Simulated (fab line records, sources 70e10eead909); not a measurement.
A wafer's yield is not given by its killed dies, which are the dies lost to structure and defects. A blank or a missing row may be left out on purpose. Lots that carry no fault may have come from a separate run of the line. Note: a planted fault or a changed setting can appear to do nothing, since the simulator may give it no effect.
Which tool was responsible? || flow nand harc || 14 lots with 42 wafers sampled at 4 steps, on a route of 1302 steps

== WHAT THE GAUGES READ, wafer by wafer ==
Not one reading of a measure or inspect step in the record can be checked against a usual standard deviation.

== WHICH TOOL RAN EACH LOT (tool, then ch and the chambers of the sampled wafers, then the start) ==
{"lot": "L398", "NHARC_A_STAIRCASE_HM_DEP_459": "acl dep-03 ch 0, day 17 06:52", "NHARC_A_STAIRCASE_EXPOSE_307": "krf scanner-04 ch 0, day 17 16:15", "NHARC_A_STAIRCASE_ETCH_453": "rie diel-12 ch 0,3, no start", "NHARC_A_STAIRCASE_ETCH_315": "rie diel-12 ch 0,1,3, no start"}
{"lot": "L399", "NHARC_A_STAIRCASE_HM_DEP_459": "acl dep-03 ch 0, day 17 22:23", "NHARC_A_STAIRCASE_EXPOSE_307": "krf scanner-01 ch 0, day 18 09:53", "NHARC_A_STAIRCASE_ETCH_453": "rie diel-12 ch 0,1,2, no start", "NHARC_A_STAIRCASE_ETCH_315": "rie diel-12 ch 2,3, no start"}
{"lot": "L401", "NHARC_A_STAIRCASE_HM_DEP_459": "acl dep-02 ch 0, day 18 09:52", "NHARC_A_STAIRCASE_EXPOSE_307": "krf scanner-04 ch 0, day 18 17:29", "NHARC_A_STAIRCASE_ETCH_453": "rie diel-08 ch 1,3, no start", "NHARC_A_STAIRCASE_ETCH_315": "rie diel-08 ch 2,3, no start"}
{"lot": "L402", "NHARC_A_STAIRCASE_HM_DEP_459": "acl dep-02 ch 0, day 18 11:46", "NHARC_A_STAIRCASE_EXPOSE_307": "krf scanner-01 ch 0, day 18 20:04", "NHARC_A_STAIRCASE_ETCH_453": "rie diel-12 ch 1,3, no start", "NHARC_A_STAIRCASE_ETCH_315": "rie diel-12 ch 1,2,3, no start"}
{"lot": "L403", "NHARC_A_STAIRCASE_HM_DEP_459": "acl dep-03 ch 0, day 19 16:52", "NHARC_A_STAIRCASE_EXPOSE_307": "krf scanner-02 ch 0, day 20 04:40", "NHARC_A_STAIRCASE_ETCH_453": "rie diel-08 ch 0,2,3, no start", "NHARC_A_STAIRCASE_ETCH_315": "rie diel-08 ch 0,2,3, no start"}
{"lot": "L411", "NHARC_A_STAIRCASE_HM_DEP_459": "acl dep-01 ch 0, day 22 21:10", "NHARC_A_STAIRCASE_EXPOSE_307": "krf scanner-01, day 23 07:21", "NHARC_A_STAIRCASE_ETCH_453": "rie diel-08 ch 0,1,2, no start", "NHARC_A_STAIRCASE_ETCH_315": "rie diel-08 ch 1,2, no start"}
{"lot": "L413", "NHARC_A_STAIRCASE_HM_DEP_459": "acl dep-03 ch 0, day 22 22:40", "NHARC_A_STAIRCASE_EXPOSE_307": "krf scanner-01 ch 0, day 23 09:01", "NHARC_A_STAIRCASE_ETCH_453": "rie diel-11 ch 0,2, no start", "NHARC_A_STAIRCASE_ETCH_315": "rie diel-11 ch 2,3, no start"}
{"lot": "L412", "NHARC_A_STAIRCASE_HM_DEP_459": "acl dep-01 ch 0, day 23 02:33", "NHARC_A_STAIRCASE_EXPOSE_307": "krf scanner-01, day 23 11:00", "NHARC_A_STAIRCASE_ETCH_453": "rie diel-12 ch 0,3, no start", "NHARC_A_STAIRCASE_ETCH_315": "rie diel-12 ch 0,1,3, no start"}
{"lot": "L415", "NHARC_A_STAIRCASE_HM_DEP_459": "acl dep-02 ch 0, day 24 05:04", "NHARC_A_STAIRCASE_EXPOSE_307": "krf scanner-01 ch 0, day 24 15:59", "NHARC_A_STAIRCASE_ETCH_453": "rie diel-08 ch 2,3, no start", "NHARC_A_STAIRCASE_ETCH_315": "rie diel-08 ch 0,1,2, no start"}
{"lot": "L417", "NHARC_A_STAIRCASE_HM_DEP_459": "acl dep-02 ch 0, day 24 18:08", "NHARC_A_STAIRCASE_EXPOSE_307": "krf scanner-02 ch 0, day 25 02:18", "NHARC_A_STAIRCASE_ETCH_453": "rie diel-12 ch 0,2,3, no start", "NHARC_A_STAIRCASE_ETCH_315": "rie diel-12 ch 1,2,3, no start"}
{"lot": "L416", "NHARC_A_STAIRCASE_HM_DEP_459": "acl dep-03 ch 0, day 24 19:05", "NHARC_A_STAIRCASE_EXPOSE_307": "krf scanner-02 ch 0, day 25 04:01", "NHARC_A_STAIRCASE_ETCH_453": "rie diel-08 ch 0,2,3, no start", "NHARC_A_STAIRCASE_ETCH_315": "rie diel-08 ch 0,2,3, no start"}
{"lot": "L418", "NHARC_A_STAIRCASE_HM_DEP_459": "acl dep-01 ch 0, day 25 11:40", "NHARC_A_STAIRCASE_EXPOSE_307": "krf scanner-02 ch 0, day 25 20:28", "NHARC_A_STAIRCASE_ETCH_453": "rie diel-08 ch 0,1,3, no start", "NHARC_A_STAIRCASE_ETCH_315": "rie diel-08 ch 0,1,2, no start"}
{"lot": "L419", "NHARC_A_STAIRCASE_HM_DEP_459": "acl dep-01 ch 0, day 26 03:41", "NHARC_A_STAIRCASE_EXPOSE_307": "krf scanner-04 ch 0, day 26 13:43", "NHARC_A_STAIRCASE_ETCH_453": "rie diel-08 ch 1,2, no start", "NHARC_A_STAIRCASE_ETCH_315": "rie diel-08 ch 1,2, no start"}
{"lot": "L420", "NHARC_A_STAIRCASE_HM_DEP_459": "acl dep-03 ch 0, day 26 04:50", "NHARC_A_STAIRCASE_EXPOSE_307": "krf scanner-02 ch 0, day 26 15:26", "NHARC_A_STAIRCASE_ETCH_453": "rie diel-08 ch 1,2,3, no start", "NHARC_A_STAIRCASE_ETCH_315": "rie diel-08 ch 0,1,3, no start"}
- NHARC_A_STAIRCASE_HM_DEP_459: deposits aC, target thk 1500 nm.
- NHARC_A_STAIRCASE_EXPOSE_307: exposes mask CHOP 50.
- NHARC_A_STAIRCASE_ETCH_453: etches the open film in CF4/O2, target depth 30 nm, overetch 3 nm, time 16.5 s.
- NHARC_A_STAIRCASE_ETCH_315: etches the open film in C4F8/O2/Ar, target depth 2500 nm, time 607.1 s.

== AS READ BY THE TOOLS THEMSELVES (means over the sampled wafers that have a number; for cases with no such wafer, the mark the record gives instead) ==
NHARC_A_STAIRCASE_HM_DEP_459. Usual: throttle valve pct at 35.000 %, with a standard deviation of 0.0094.
{"lot": "L398", "tool": "acl dep-03", "throttle valve pct (%)": 35.000, "flag": ""}
{"lot": "L399", "tool": "acl dep-03", "throttle valve pct (%)": 35.001, "flag": ""}
{"lot": "L401", "tool": "acl dep-02", "throttle valve pct (%)": 34.995, "flag": ""}
{"lot": "L402", "tool": "acl dep-02", "throttle valve pct (%)": 34.996, "flag": ""}
{"lot": "L403", "tool": "acl dep-03", "throttle valve pct (%)": 35.004, "flag": ""}
{"lot": "L411", "tool": "acl dep-01", "throttle valve pct (%)": 35.003, "flag": ""}
{"lot": "L413", "tool": "acl dep-03", "throttle valve pct (%)": 35.001, "flag": ""}
{"lot": "L412", "tool": "acl dep-01", "throttle valve pct (%)": 34.994, "flag": ""}
{"lot": "L415", "tool": "acl dep-02", "throttle valve pct (%)": 34.988, "flag": ""}
{"lot": "L417", "tool": "acl dep-02", "throttle valve pct (%)": 34.992, "flag": ""}
{"lot": "L416", "tool": "acl dep-03", "throttle valve pct (%)": 35.004, "flag": ""}
{"lot": "L418", "tool": "acl dep-01", "throttle valve pct (%)": 35.002, "flag": ""}
{"lot": "L419", "tool": "acl dep-01", "throttle valve pct (%)": 34.996, "flag": ""}
{"lot": "L420", "tool": "acl dep-03", "throttle valve pct (%)": 34.994, "flag": ""}

NHARC_A_STAIRCASE_EXPOSE_307. Usual: exposure dose mJ cm2 45.98, standard deviation 0.23; focus offset nm 0.0 nm, standard deviation 0.56.
{"lot": "L398", "tool": "krf scanner-04", "exposure dose mJ cm2": 46.26, "focus offset nm (nm)": 0.0, "flag": ""}
{"lot": "L399", "tool": "krf scanner-01", "exposure dose mJ cm2": 46.10, "focus offset nm (nm)": 0.5, "flag": ""}
{"lot": "L401", "tool": "krf scanner-04", "exposure dose mJ cm2": 46.31, "focus offset nm (nm)": -0.4, "flag": ""}
{"lot": "L402", "tool": "krf scanner-01", "exposure dose mJ cm2": 46.06, "focus offset nm (nm)": 0.7, "flag": ""}
{"lot": "L403", "tool": "krf scanner-02", "exposure dose mJ cm2": 45.74, "focus offset nm (nm)": 0.3, "flag": ""}
{"lot": "L411", "tool": "krf scanner-01", "exposure dose mJ cm2": "-", "focus offset nm (nm)": "-", "flag": "OFF"}
{"lot": "L413", "tool": "krf scanner-01", "exposure dose mJ cm2": 46.08, "focus offset nm (nm)": -0.9, "flag": ""}
{"lot": "L412", "tool": "krf scanner-01", "exposure dose mJ cm2": "-", "focus offset nm (nm)": "-", "flag": "OFF"}
{"lot": "L415", "tool": "krf scanner-01", "exposure dose mJ cm2": 46.01, "focus offset nm (nm)": 0.3, "flag": ""}
{"lot": "L417", "tool": "krf scanner-02", "exposure dose mJ cm2": 45.72, "focus offset nm (nm)": -0.1, "flag": ""}
{"lot": "L416", "tool": "krf scanner-02", "exposure dose mJ cm2": 45.78, "focus offset nm (nm)": 0.0, "flag": ""}
{"lot": "L418", "tool": "krf scanner-02", "exposure dose mJ cm2": 45.64, "focus offset nm (nm)": 0.3, "flag": ""}
{"lot": "L419", "tool": "krf scanner-04", "exposure dose mJ cm2": 46.26, "focus offset nm (nm)": -0.2, "flag": ""}
{"lot": "L420", "tool": "krf scanner-02", "exposure dose mJ cm2": 45.69, "focus offset nm (nm)": -0.4, "flag": ""}

NHARC_A_STAIRCASE_ETCH_453. Usual: drypump motor current A 5.8 A, standard deviation 0.48; oes product au 0.998 a.u., standard deviation 0.0073; rf vpp V 197.7 V, standard deviation 1.6; showerhead plenum p Torr 1.33 Torr, standard deviation 0.071; throttle valve pct 13.397 %, standard deviation 0.0076.
{"lot": "L398", "tool": "rie diel-12", "drypump motor current A (A)": 6.1, "oes product au (a.u.)": 0.987, "rf vpp V (V)": 198.5, "showerhead plenum p Torr (Torr)": 1.34, "throttle valve pct (%)": 13.386, "flag": ""}
{"lot": "L399", "tool": "rie diel-12", "drypump motor current A (A)": 5.8, "oes product au (a.u.)": 0.992, "rf vpp V (V)": 197.7, "showerhead plenum p Torr (Torr)": 1.37, "throttle valve pct (%)": 13.400, "flag": ""}
{"lot": "L401", "tool": "rie diel-08", "drypump motor current A (A)": 5.8, "oes product au (a.u.)": 0.998, "rf vpp V (V)": 196.9, "showerhead plenum p Torr (Torr)": 1.25, "throttle valve pct (%)": 13.395, "flag": ""}
{"lot": "L402", "tool": "rie diel-12", "drypump motor current A (A)": 6.0, "oes product au (a.u.)": 0.986, "rf vpp V (V)": 197.2, "showerhead plenum p Torr (Torr)": 1.35, "throttle valve pct (%)": 13.397, "flag": ""}
{"lot": "L403", "tool": "rie diel-08", "drypump motor current A (A)": 5.7, "oes product au (a.u.)": 0.998, "rf vpp V (V)": 197.3, "showerhead plenum p Torr (Torr)": 1.34, "throttle valve pct (%)": 13.397, "flag": ""}
{"lot": "L411", "tool": "rie diel-08", "drypump motor current A (A)": 5.6, "oes product au (a.u.)": 1.011, "rf vpp V (V)": 197.8, "showerhead plenum p Torr (Torr)": 1.33, "throttle valve pct (%)": 13.398, "flag": ""}
{"lot": "L413", "tool": "rie diel-11", "drypump motor current A (A)": 6.1, "oes product au (a.u.)": 1.002, "rf vpp V (V)": 199.1, "showerhead plenum p Torr (Torr)": 1.39, "throttle valve pct (%)": 13.395, "flag": ""}
{"lot": "L412", "tool": "rie diel-12", "drypump motor current A (A)": 5.9, "oes product au (a.u.)": 0.998, "rf vpp V (V)": 198.8, "showerhead plenum p Torr (Torr)": 1.35, "throttle valve pct (%)": 13.385, "flag": ""}
{"lot": "L415", "tool": "rie diel-08", "drypump motor current A (A)": 6.0, "oes product au (a.u.)": 0.996, "rf vpp V (V)": 197.3, "showerhead plenum p Torr (Torr)": 1.27, "throttle valve pct (%)": 13.402, "flag": ""}
{"lot": "L417", "tool": "rie diel-12", "drypump motor current A (A)": 6.1, "oes product au (a.u.)": 0.992, "rf vpp V (V)": 197.0, "showerhead plenum p Torr (Torr)": 1.31, "throttle valve pct (%)": 13.398, "flag": ""}
{"lot": "L416", "tool": "rie diel-08", "drypump motor current A (A)": 5.7, "oes product au (a.u.)": 0.995, "rf vpp V (V)": 197.8, "showerhead plenum p Torr (Torr)": 1.33, "throttle valve pct (%)": 13.397, "flag": ""}
{"lot": "L418", "tool": "rie diel-08", "drypump motor current A (A)": 5.5, "oes product au (a.u.)": 0.996, "rf vpp V (V)": 198.7, "showerhead plenum p Torr (Torr)": 1.37, "throttle valve pct (%)": 13.393, "flag": ""}
{"lot": "L419", "tool": "rie diel-08", "drypump motor current A (A)": 6.1, "oes product au (a.u.)": 0.989, "rf vpp V (V)": 198.8, "showerhead plenum p Torr (Torr)": 1.36, "throttle valve pct (%)": 13.402, "flag": ""}
{"lot": "L420", "tool": "rie diel-08", "drypump motor current A (A)": 5.9, "oes product au (a.u.)": 1.001, "rf vpp V (V)": 198.0, "showerhead plenum p Torr (Torr)": 1.34, "throttle valve pct (%)": 13.397, "flag": ""}

NHARC_A_STAIRCASE_ETCH_315. Usual: oes product au 0.931 a.u., standard deviation 0.009; rf vpp V 1826 V, standard deviation 13.
{"lot": "L398", "tool": "rie diel-12", "oes product au (a.u.)": 0.931, "rf vpp V (V)": 1834, "flag": ""}
{"lot": "L399", "tool": "rie diel-12", "oes product au (a.u.)": 0.921, "rf vpp V (V)": 1817, "flag": ""}
{"lot": "L401", "tool": "rie diel-08", "oes product au (a.u.)": 0.926, "rf vpp V (V)": 1822, "flag": ""}
{"lot": "L402", "tool": "rie diel-12", "oes product au (a.u.)": 0.927, "rf vpp V (V)": 1827, "flag": ""}
{"lot": "L403", "tool": "rie diel-08", "oes product au (a.u.)": 0.928, "rf vpp V (V)": 1827, "flag": ""}
{"lot": "L411", "tool": "rie diel-08", "oes product au (a.u.)": 0.928, "rf vpp V (V)": 1819, "flag": ""}
{"lot": "L413", "tool": "rie diel-11", "oes product au (a.u.)": 0.926, "rf vpp V (V)": 1822, "flag": ""}
{"lot": "L412", "tool": "rie diel-12", "oes product au (a.u.)": 0.929, "rf vpp V (V)": 1832, "flag": ""}
{"lot": "L415", "tool": "rie diel-08", "oes product au (a.u.)": 0.940, "rf vpp V (V)": 1837, "flag": ""}
{"lot": "L417", "tool": "rie diel-12", "oes product au (a.u.)": 0.922, "rf vpp V (V)": 1825, "flag": ""}
{"lot": "L416", "tool": "rie diel-08", "oes product au (a.u.)": 0.924, "rf vpp V (V)": 1826, "flag": ""}
{"lot": "L418", "tool": "rie diel-08", "oes product au (a.u.)": 0.927, "rf vpp V (V)": 1838, "flag": ""}
{"lot": "L419", "tool": "rie diel-08", "oes product au (a.u.)": 0.929, "rf vpp V (V)": 1839, "flag": ""}
{"lot": "L420", "tool": "rie diel-08", "oes product au (a.u.)": 0.929, "rf vpp V (V)": 1832, "flag": ""}

== THE ANSWER, worked out from the rows above alone ==
Rule: lot off if the mean of its wafers having a number is beyond 3 standard deviations from the usual mean. Also off: a lot with no number at a reading for which 4 or more lots have one. All remaining lots with rows at the step are treated as sound. The gauges are gone through in route order, then the tools' own readings, and for those a lot's mean is taken as printed above. The first step at which some lot is off is used, and at that step the reading that is off furthest; a lot without a number counts as furthest.
Off: L411, L412 (NHARC_A_STAIRCASE_EXPOSE_307, exposure dose mJ cm2). Without a number there: L411, L412.
If a tool, at that step or one of the process steps before it, ran each lot that is off and ran no sound lot following the first of them, it fits. No candidate that was tried fits.

== WHAT HAD BEEN PUT IN BY THE SIMULATOR ==
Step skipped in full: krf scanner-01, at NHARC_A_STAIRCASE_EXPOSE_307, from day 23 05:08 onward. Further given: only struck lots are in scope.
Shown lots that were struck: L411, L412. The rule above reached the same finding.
